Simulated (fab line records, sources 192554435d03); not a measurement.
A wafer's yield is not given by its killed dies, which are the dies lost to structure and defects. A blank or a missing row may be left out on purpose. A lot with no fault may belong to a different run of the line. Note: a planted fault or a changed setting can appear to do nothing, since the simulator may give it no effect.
fab line records	flow n5-finfet
record lots=9	wafers=25	last-day=19
route steps=1938 shown MOL_CONTACT_COAG@624 BEOL_M0_SAQP@638 BEOL_M0_CUTY@710 BEOL_M4@1111 PASSIVATION@1936
lots with no fault: from the same line, run without faults
start-h: the number of hours between the record's first day and the start of the first shown wafer of the lot	wait-h: hours since the lot's step before	" repeats the value in the row above	L1.1+2: a row that stands for several wafers	- no value present, or no start provided	* or withheld: withheld	< > ~ a bound
route shown NAME@n: a module of which the file shows steps, and the number in the route of the first	usual: mean/standard deviation of fault-free wafers	same: alike in all rows	chamber/n: place in a boat	sites: each site's reading	_std_site: the values' standard deviation	_edge_site: outer sites' mean less inner sites'	radius-mm: how far each site lies from the wafer's centre	mask NAME#n: copy n	behind: the tool/chamber that last shaped the wafer	hold: why the lot went on hold/how many hours it stayed there/how the hold came to an end	device: the transistor (n, p or np) that didn't switch	end of line: the route-end tests of the same wafers	a step given without rows: its recipe and nothing more	killed: the dies lost at the first sort to structure and to defects; this is not the yield of the wafer	map: shows each die of a wafer: x if killed, . if not, _ if none is there
set.NAME: the setting as run; set.NAME@STEP: as run at that earlier step	model.NAME: the simulator's own value behind a step, which no gauge read
route steps across a sampled set of lots; one table per step, one row per wafer
services: the hour from which a tool's chamber was out of use, counted from the record's first day as start-h (under 0 if before that day), plus the number of hours and why
## steps
# step N5_MOL_CONTACT_COAG_CVD_140
# recipe material=W	target-thk-a=665	mode=selective-fill	temp-c=300	time-s=215
# usual heater-power-w=475/63
# same time-s=215
lot.wafer	tool	chamber	start-h	wait-h	heater-power-w
L612.2	cvd-w-01	1	99.60	0.1	414
L612.3	"	0	"	"	466
L612.6	"	1	"	"	406
L618.3	cvd-w-01	0	138.82	0.1	463
L618.4	"	1	"	"	395
L618.5	"	0	"	"	453
L619.2	cvd-w-02	1	144.36	0.1	581
L619.4	"	0	"	"	482
L619.5	"	1	"	"	580
L620.1	cvd-w-01	0	148.86	0.1	464
L620.2	"	1	"	"	408
L620.5	"	0	"	"	461
L621.3	cvd-w-02	0	150.96	0.1	489
L621.5	"	1	"	"	579
L621.6	"	0	"	"	491
L629.2	cvd-w-01	1	238.20	0.1	409
L629.4	"	0	"	"	463
L632.2	cvd-w-02	0	239.86	0.1	485
L632.3	"	0	"	"	490
L632.6	"	1	"	"	571
L630.4	cvd-w-02	1	242.79	0.1	576
L630.5	"	1	"	"	571
L630.6	"	0	"	"	492
L634.1	cvd-w-01	0	243.68	0.1	460
L634.3	"	0	"	"	456
# step N5_BEOL_M0_SAQP_PECVD_04
# recipe material=a-Si	target-thk-a=600	temp-c=350	precursor=SiH4/He	pressure-torr=3	rf-w=100	time-s=60.2
# usual heater-power-w=646/79	showerhead-plenum-p-Torr=5.68/0.051	throttle-valve-pct=18.4/0.88
# same time-s=60.2
lot.wafer	tool	chamber	start-h	wait-h	heater-power-w	showerhead-plenum-p-Torr	throttle-valve-pct
L612.2	pecvd-04	1	105.49	0.0	669	5.73	19.2
L612.3	"	2	"	"	683	5.69	17.6
L612.6	"	0	"	"	793	5.57	20.1
L618.3	pecvd-04	1	144.04	0.0	637	5.74	19.2
L618.4	"	0	"	"	804	5.56	20.2
L618.5	"	1	"	"	649	5.72	19.0
L619.2	pecvd-04	0	151.66	0.0	824	5.57	20.1
L619.4	"	0	"	"	807	5.56	20.5
L619.5	"	1	"	"	695	5.74	19.1
L620.1	pecvd-04	0	153.60	0.0	841	5.57	20.4
L620.2	"	1	"	"	737	5.74	19.0
L620.5	"	2	"	"	663	5.71	17.7
L621.3	pecvd-04	2	156.66	0.0	669	5.71	17.9
L621.5	"	2	"	"	678	5.70	17.8
L621.6	"	0	"	"	780	5.56	20.1
L629.2	pecvd-04	0	243.42	0.0	763	5.57	20.2
L629.4	"	2	"	"	592	5.71	17.5
L632.2	pecvd-04	1	246.96	0.0	740	5.74	19.1
L632.3	"	2	"	"	686	5.72	17.7
L632.6	"	1	"	"	741	5.74	18.9
L630.4	pecvd-02	2	248.59	0.0	594	5.68	17.1
L630.5	"	1	"	"	690	5.70	18.2
L630.6	"	0	"	"	533	5.70	19.4
L634.1	pecvd-01	0	248.62	0.0	685	5.59	18.7
L634.3	"	2	"	"	569	5.72	18.1
# step N5_BEOL_M0_SAQP_OVL_MEAS_15
# recipe points-per-wafer=44
# usual M0_CORE_OVL=0.3/0.98
lot.wafer	tool	chamber	start-h	wait-h	M0_CORE_OVL[nm]
L612.2	overlay-01	0	105.97	0.0	1.3
L612.3	"	0	"	"	0.0
L612.6	"	0	"	"	0.3
L618.3	overlay-02	0	144.65	0.0	0.8
L618.4	"	0	"	"	-0.2
L618.5	"	0	"	"	-0.7
L619.2	overlay-02	0	152.14	0.0	0.6
L619.4	"	0	"	"	0.6
L619.5	"	0	"	"	-1.0
L620.1	overlay-02	0	154.21	0.0	0.3
L620.2	"	0	"	"	-0.4
L620.5	"	0	"	"	0.8
L621.3	overlay-01	0	157.14	0.0	0.4
L621.5	"	0	"	"	-0.3
L621.6	"	0	"	"	0.1
L629.2	overlay-01	0	244.03	0.0	0.9
L629.4	"	0	"	"	0.2
L632.2	overlay-02	0	247.57	0.0	1.5
L632.3	"	0	"	"	1.6
L632.6	"	0	"	"	-0.3
L630.4	overlay-02	0	249.05	0.0	1.5
L630.5	"	0	"	"	-1.5
L630.6	"	0	"	"	0.8
L634.1	overlay-02	0	249.28	0.0	0.8
L634.3	"	0	"	"	0.4
# step N5_BEOL_M0_SAQP_INSPECT_16
# recipe mode=adi	inspect-instrument=brightfield
# usual raw-defect-count=516/130
lot.wafer	tool	chamber	start-h	wait-h	raw-defect-count
L612.2	defect-inspect-01	-	106.00	0.0	812
L612.3	"	-	"	"	550
L612.6	"	-	"	"	568
L618.3	defect-inspect-02	-	144.67	0.0	603
L618.4	"	-	"	"	439
L618.5	"	-	"	"	454
L619.2	defect-inspect-02	-	152.16	0.0	869
L619.4	"	-	"	"	655
L619.5	"	-	"	"	513
L620.1	defect-inspect-02	-	154.23	0.0	1009
L620.2	"	-	"	"	970
L620.5	"	-	"	"	975
L621.3	defect-inspect-01	-	157.17	0.0	1466
L621.5	"	-	"	"	1062
L621.6	"	-	"	"	1068
L629.2	defect-inspect-01	-	244.05	0.0	512
L629.4	"	-	"	"	410
L632.2	defect-inspect-02	-	247.59	0.0	474
L632.3	"	-	"	"	460
L632.6	"	-	"	"	430
L630.4	defect-inspect-02	-	249.07	0.0	468
L630.5	"	-	"	"	436
L630.6	"	-	"	"	427
L634.1	defect-inspect-02	-	249.30	0.0	514
L634.3	"	-	"	"	631
# step N5_BEOL_M0_SAQP_DESCUM_19
# recipe chemistry=O2	time-s=7.9	source-power-w=50	bias-power-w=20	pressure-mtorr=20	rf-frequency-hz=2.712e+07	temp-c=40	resist=CAR-ArF	o2-flow-sccm=225
# usual drypump-motor-current-A=5.9/0.49	oes-product-au=0.81/0.099	rf-vpp-V=243.0/1.5	showerhead-plenum-p-Torr=2.08/0.073	temp-c=39.99/0.12	throttle-valve-pct=20.35/0.28
# same time-s=7.9
lot.wafer	tool	chamber	start-h	wait-h	drypump-motor-current-A	oes-product-au	rf-hours-counter-h	rf-vpp-V	showerhead-plenum-p-Torr	temp-c	throttle-valve-pct
L612.2	rie-diel-01	2	106.03	0.0	5.7	0.91	15	243.8	2.13	39.89	20.20
L612.3	"	3	"	"	5.4	0.69	232	244.6	2.08	40.09	20.48
L612.6	"	3	"	"	5.3	0.69	-	243.2	2.08	40.18	20.49
L618.3	rie-diel-02	3	144.70	0.0	6.2	0.70	210	238.9	1.99	40.01	20.54
L618.4	"	2	"	"	6.5	0.67	248	243.8	2.04	39.97	20.69
L618.5	"	1	"	"	5.2	0.71	-	240.6	1.99	40.07	20.76
L619.2	rie-diel-02	0	152.21	0.0	5.6	0.97	7	242.3	2.05	40.16	20.20
L619.4	"	2	"	"	6.4	0.67	250	242.8	2.04	40.10	20.70
L619.5	"	0	"	"	5.6	0.97	-	243.2	2.05	40.33	20.22
L620.1	rie-diel-03	2	154.26	0.0	5.8	0.76	137	243.2	2.10	39.81	20.24
L620.2	"	0	"	"	4.9	0.79	128	244.5	2.10	39.85	20.15
L620.5	"	2	"	"	5.8	0.76	-	244.0	2.10	39.92	20.24
L621.3	rie-diel-01	1	157.75	0.6	5.8	0.92	26	244.3	2.23	40.18	19.93
L621.5	"	0	"	"	6.5	0.84	-	244.2	2.10	40.03	20.06
L621.6	"	1	"	"	5.8	0.91	-	246.4	2.23	39.93	19.94
L629.2	rie-diel-01	2	244.26	0.2	5.7	0.83	63	245.5	2.11	40.15	20.27
L629.4	"	0	"	"	6.5	0.80	125	242.4	2.09	40.06	20.10
L632.2	rie-diel-02	1	247.67	0.1	5.2	0.71	234	242.1	1.98	39.91	20.79
L632.3	"	0	"	"	5.6	0.93	31	242.2	2.04	40.07	20.22
L632.6	"	2	"	"	6.4	0.93	-	242.0	2.04	39.99	20.38
L630.4	rie-diel-01	3	249.10	0.0	5.4	0.91	18	241.2	2.07	39.85	20.08
L630.5	"	3	"	"	5.4	0.92	-	242.7	2.06	39.93	20.06
L630.6	"	0	"	"	6.4	0.81	-	243.6	2.09	39.85	20.10
L634.1	rie-diel-02	0	249.55	0.2	5.6	0.90	31	242.0	2.04	39.76	20.23
L634.3	"	3	"	"	6.2	0.67	235	241.4	1.98	39.87	20.59
# step N5_BEOL_M0_SAQP_INSPECT_42
# recipe mode=adi	inspect-instrument=brightfield
# usual raw-defect-count=289/74
lot.wafer	tool	chamber	start-h	wait-h	raw-defect-count
L612.2	defect-inspect-01	-	110.25	0.0	223
L612.3	"	-	"	"	208
L612.6	"	-	"	"	171
L618.3	defect-inspect-01	-	149.09	0.0	241
L618.4	"	-	"	"	242
L618.5	"	-	"	"	257
L619.2	defect-inspect-01	-	155.99	0.0	524
L619.4	"	-	"	"	391
L619.5	"	-	"	"	339
L620.1	defect-inspect-02	-	158.66	0.1	853
L620.2	"	-	"	"	846
L620.5	"	-	"	"	931
L621.3	defect-inspect-01	-	161.91	0.0	801
L621.5	"	-	"	"	893
L621.6	"	-	"	"	913
L629.2	defect-inspect-01	-	249.45	0.0	328
L629.4	"	-	"	"	238
L632.2	defect-inspect-01	-	252.18	0.0	175
L632.3	"	-	"	"	281
L632.6	"	-	"	"	312
L630.4	defect-inspect-02	-	253.44	0.0	335
L630.5	"	-	"	"	211
L630.6	"	-	"	"	222
L634.1	defect-inspect-01	-	253.56	0.1	390
L634.3	"	-	"	"	263
# step N5_BEOL_M0_CUTY_INSPECT_59
# recipe mode=adi	inspect-instrument=macro
# usual raw-defect-count=2.1/1.4
lot.wafer	tool	chamber	start-h	wait-h	raw-defect-count
L612.2	defect-inspect-02	-	111.64	0.0	1
L612.3	"	-	"	"	4
L612.6	"	-	"	"	4
L618.3	defect-inspect-02	-	150.65	0.0	1
L618.4	"	-	"	"	3
L618.5	"	-	"	"	2
L619.2	defect-inspect-01	-	157.59	0.0	3
L619.4	"	-	"	"	3
L619.5	"	-	"	"	1
L620.1	defect-inspect-01	-	160.32	0.0	>300
L620.2	"	-	"	"	>300
L620.5	"	-	"	"	>300
L621.3	defect-inspect-01	-	163.30	0.0	>300
L621.5	"	-	"	"	>300
L621.6	"	-	"	"	>300
L629.2	defect-inspect-02	-	251.16	0.0	0
L629.4	"	-	"	"	1
L632.2	defect-inspect-01	-	253.66	0.0	3
L632.3	"	-	"	"	4
L632.6	"	-	"	"	3
L630.4	defect-inspect-02	-	254.83	0.0	2
L630.5	"	-	"	"	1
L630.6	"	-	"	"	3
L634.1	defect-inspect-01	-	255.33	0.0	0
L634.3	"	-	"	"	1
# step N5_BEOL_M4_RC_MEAS_101
# usual DIBL_N=37.2/2.1	DIBL_P=37.3/2.3	IOFF_N=0.18/0.041	IOFF_P=0.24/0.042	ION_N=680/13	ION_P=466/7.7	SS_N=71.8/0.68	SS_P=73.5/0.66	VT_N=249/3.6	VT_P=-248/3.4
lot.wafer	tool	chamber	start-h	wait-h	DIBL_N[mV/V]	DIBL_P[mV/V]	IOFF_N[nA/um]	IOFF_P[nA/um]	ION_N[uA/um]	ION_P[uA/um]	SS_N[mV/dec]	SS_P[mV/dec]	VT_N[mV]	VT_P[mV]
L612.2	prober-02	0	176.10	0.2	36.9	36.3	0.16	0.22	673	467	71.0	72.9	248	-250
L612.3	"	0	"	"	36.9	36.9	0.16	0.22	670	467	71.6	73.0	247	-248
L612.6	"	0	"	"	37.2	37.8	0.18	0.23	678	466	71.7	73.3	249	-248
L618.3	prober-02	0	210.05	0.3	34.4	33.7	0.13	0.19	676	468	71.2	73.0	254	-252
L618.4	"	0	"	"	35.4	35.4	0.14	0.21	668	460	71.7	72.4	252	-248
L618.5	"	0	"	"	35.9	35.8	0.15	0.22	673	464	71.1	73.9	248	-246
L619.2	prober-01	0	210.66	0.2	35.8	37.3	0.16	0.21	681	466	70.9	72.9	252	-251
L619.4	"	0	"	"	37.4	38.3	0.17	0.22	670	460	71.6	73.8	250	-252
L619.5	"	0	"	"	35.7	36.9	0.15	0.19	680	468	71.0	73.2	251	-253
L620.1	prober-01	0	211.60	0.0	34.2	34.9	0.13	0.18	669	460	71.1	72.9	252	-253
L620.2	"	0	"	"	36.8	37.7	0.17	0.24	677	465	71.3	73.5	246	-247
L620.5	"	0	"	"	38.3	39.7	0.22	0.27	696	475	72.6	73.5	242	-247
L621.3	prober-02	0	228.33	0.3	35.3	36.0	0.16	0.26	686	475	72.0	73.8	249	-244
L621.5	"	0	"	"	33.3	34.3	0.13	0.22	670	473	70.9	73.4	250	-246
L621.6	"	0	"	"	36.0	36.6	0.18	0.28	686	477	71.9	73.5	249	-240
L629.2	prober-01	0	305.43	0.2	39.4	40.3	0.22	0.30	684	479	73.5	74.3	247	-246
L629.4	"	0	"	"	39.5	40.7	0.21	0.31	675	470	72.4	74.2	250	-244
L632.2	prober-02	0	313.11	0.2	38.3	36.8	0.17	0.22	676	462	71.4	73.8	248	-248
L632.3	"	0	"	"	37.0	34.8	0.15	0.20	687	465	71.8	72.7	250	-249
L632.6	"	0	"	"	36.4	35.6	0.15	0.21	677	474	71.5	73.0	250	-249
L630.4	prober-01	0	316.76	0.5	36.4	38.7	0.18	0.25	686	472	72.6	73.6	246	-246
L630.5	"	0	"	"	36.9	39.7	0.18	0.26	690	480	72.1	73.6	247	-245
L630.6	"	0	"	"	35.1	37.1	0.15	0.23	674	469	72.0	73.0	250	-249
L634.1	prober-01	0	332.36	0.0	33.0	34.6	0.12	0.19	675	472	70.5	72.3	250	-252
L634.3	"	0	"	"	34.9	36.7	0.14	0.23	666	466	71.6	72.7	252	-248
# step N5_PASSIVATION_PROBE_49
# usual defect-limited-yield=91.0/1.6	killed_at_M0_to_M3=35/11	killed_at_M4_up=14/5.3	killed-at-contacts=13/6.7	killed-at-front-end=41/12	killed-at-other=3.9/2.7	killed-dies=106/19	killed-on-rim=14/4	killed-open=70/14	killed-short=35/8.8	sort_bin_5_function=5.3/1	sort_bin_6_memory=3.3/0.81	sort-n-pass=1073/19	sort-yield-pct=91.0/1.6
# same gross-dies=1180	killed-at-back-side=0	sort_bin_4_leakage[%]=0	sort_bin_8_speed[%]=0
lot.wafer	tool	chamber	start-h	wait-h	defect-limited-yield[%]	killed_at_M0_to_M3	killed_at_M4_up	killed-at-contacts	killed-at-front-end	killed-at-other	killed-dies	killed-on-rim	killed-open	killed-short	sort_bin_5_function[%]	sort_bin_6_memory[%]	sort-n-pass	sort-yield-pct[%]
L620.1	prober-02	-	325.83	0.0	79.2	154	12	14	62	3	245	18	64	50	11.9	6.1	935	79.2
L620.2	prober-02	-	325.88	0.1	80.8	146	9	14	47	11	227	14	59	43	13.2	4.0	953	80.8
L620.5	prober-02	-	326.03	0.2	80.6	139	12	17	57	4	229	20	63	45	10.8	5.2	951	80.6
L621.3	prober-01	-	335.41	0.1	82.6	131	16	10	39	9	205	18	54	31	10.9	3.5	975	82.6
L621.5	prober-01	-	335.51	0.2	81.5	141	25	5	41	6	218	21	56	30	11.4	3.6	962	81.5
L621.6	prober-01	-	335.56	0.3	82.5	149	18	5	31	3	206	10	40	34	12.5	2.5	974	82.5
L629.2	prober-02	-	409.00	0.1	87.6	59	10	15	62	0	146	16	96	49	6.7	5.3	1034	87.6
# killed by level:class
L620.1 BEOL_M0_SAQP:unspecified=129 STI_FIN_REVEAL:geometric-particle:open=14 MOL_CONTACT_COAG:geometric-particle:open=11 GATE_CUT:geometric-particle:short=11 FIN_SAQP:geometric-particle:short=10 FIN_SAQP:geometric-particle:open=10 BEOL_M0_SAQP:geometric-particle:short=8 BEOL_M0_SAQP:geometric-particle:open=6
L620.2 BEOL_M0_SAQP:unspecified=124 MOL_CONTACT_COAG:geometric-particle:open=10 FIN_SAQP:geometric-particle:short=8 FIN_SAQP:geometric-particle:open=8 STI_FIN_REVEAL:geometric-particle:open=8 GATE_CUT:geometric-particle:short=8 BEOL_M0_SAQP:geometric-particle:open=7 BEOL_M0_SAQP:geometric-particle:short=5
L620.5 BEOL_M0_SAQP:unspecified=117 MOL_CONTACT_COAG:geometric-particle:open=14 FIN_SAQP:geometric-particle:open=10 FIN_SAQP:geometric-particle:short=8 GATE_CUT:geometric-particle:short=8 DUMMY_GATE:geometric-particle:open=6 BEOL_M0_SAQP:geometric-particle:short=6 BEOL_M3:geometric-particle:open=6
L621.3 BEOL_M0_SAQP:unspecified=119 STI_FIN_REVEAL:geometric-particle:open=15 MOL_CONTACT_COAG:geometric-particle:open=8 FIN_SAQP:geometric-particle:open=7 BEOL_M0_SAQP:geometric-particle:short=7 BEOL_M4:geometric-particle:short=5 FIN_SAQP:geometric-particle:short=4 GATE_CUT:geometric-particle:short=4
L621.5 BEOL_M0_SAQP:unspecified=131 BEOL_M4:geometric-particle:open=16 STI_FIN_REVEAL:geometric-particle:open=11 FIN_SAQP:geometric-particle:open=8 BEOL_M4:geometric-particle:short=7 MOL_CONTACT_COAG:geometric-particle:open=5 FIN_SAQP:geometric-particle:short=4 BEOL_M0_SAQP:geometric-particle:short=4
L621.6 BEOL_M0_SAQP:unspecified=131 BEOL_M0_SAQP:geometric-particle:short=10 BEOL_M4:geometric-particle:open=8 FIN_SAQP:geometric-particle:short=6 FIN_SAQP:geometric-particle:open=5 STI_FIN_REVEAL:geometric-particle:open=5 BEOL_M0_SAQP:geometric-particle:open=4 GATE_CUT:geometric-particle:short=4
L629.2 STI_FIN_REVEAL:geometric-particle:open=22 BEOL_M0_SAQP:geometric-particle:short=16 BEOL_M0_SAQP:geometric-particle:open=13 FIN_SAQP:geometric-particle:open=11 BEOL_M1:geometric-particle:open=10 FIN_SAQP:geometric-particle:short=9 MOL_CONTACT_COAG:geometric-particle:open=9 BEOL_M2:geometric-particle:open=8
## services
tool	chamber	start-h	hours	kind
rie-diel-02	0	105.21	-	clean
rie-diel-02	0	105.21	-	consumable-replace:focus-ring
rie-diel-02	0	105.21	21.7	scheduled-down
rie-diel-02	0	105.21	21.7	vent-cycle
cvd-w-02	-	115.56	0.7	repair
cvd-w-02	0	123.43	7.9	repair
pecvd-02	-	127.83	1.1	repair
cvd-w-01	-	142.48	6.0	pm
cvd-w-01	-	152.24	0.8	repair
rie-diel-02	2	152.47	-	clean
rie-diel-02	2	152.47	-	consumable-replace:focus-ring
pecvd-02	-	157.55	0.9	repair
pecvd-04	0	158.87	5.5	scheduled-down
cvd-w-02	-	161.15	3.8	pm
rie-diel-03	2	170.50	10.6	repair
rie-diel-01	3	172.28	-	clean
rie-diel-01	3	172.28	-	consumable-replace:focus-ring
rie-diel-01	3	172.28	17.3	scheduled-down
rie-diel-02	-	186.52	0.8	repair
cvd-w-02	-	203.18	0.7	repair
rie-diel-01	3	216.72	5.4	repair
pecvd-04	2	221.37	2.1	scheduled-down
rie-diel-02	-	226.79	14.6	pm
pecvd-01	1	231.76	22.7	repair
## key
first-sign step=N5_BEOL_M0_SAQP_INSPECT_16	reading=raw-defect-count	direction=up	sigmas=4.5	usual=516	struck=1092
effect step=N5_BEOL_M0_SAQP_INSPECT_42	reading=raw-defect-count	direction=up	sigmas=7.9	usual=289	struck=873
effect step=N5_BEOL_M0_CUTY_INSPECT_59	reading=raw-defect-count	direction=up	sigmas=99+	usual=2.1	struck=>300
effect step=N5_PASSIVATION_PROBE_49	reading=killed_at_M0_to_M3	direction=up	sigmas=9.5	usual=35	struck=143
more-kills-born-at N5_BEOL_M0_SAQP_PECVD_04@pecvd-04=751
met-at N5_BEOL_M0_SAQP_PECVD_04
struck-lots L620,L621
not-acting-at N5_MOL_CONTACT_COAG_CVD_140,N5_BEOL_M0_SAQP_OVL_MEAS_15,N5_BEOL_M0_SAQP_DESCUM_19
onset-between 151.66 153.60
fault kind=chamber-particle-source	tool=pecvd-04	chamber=-	onset-h=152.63	steps=N5_BEOL_M0_SAQP_PECVD_04	rate-per-visit-cm2=1.0158	end-h=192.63
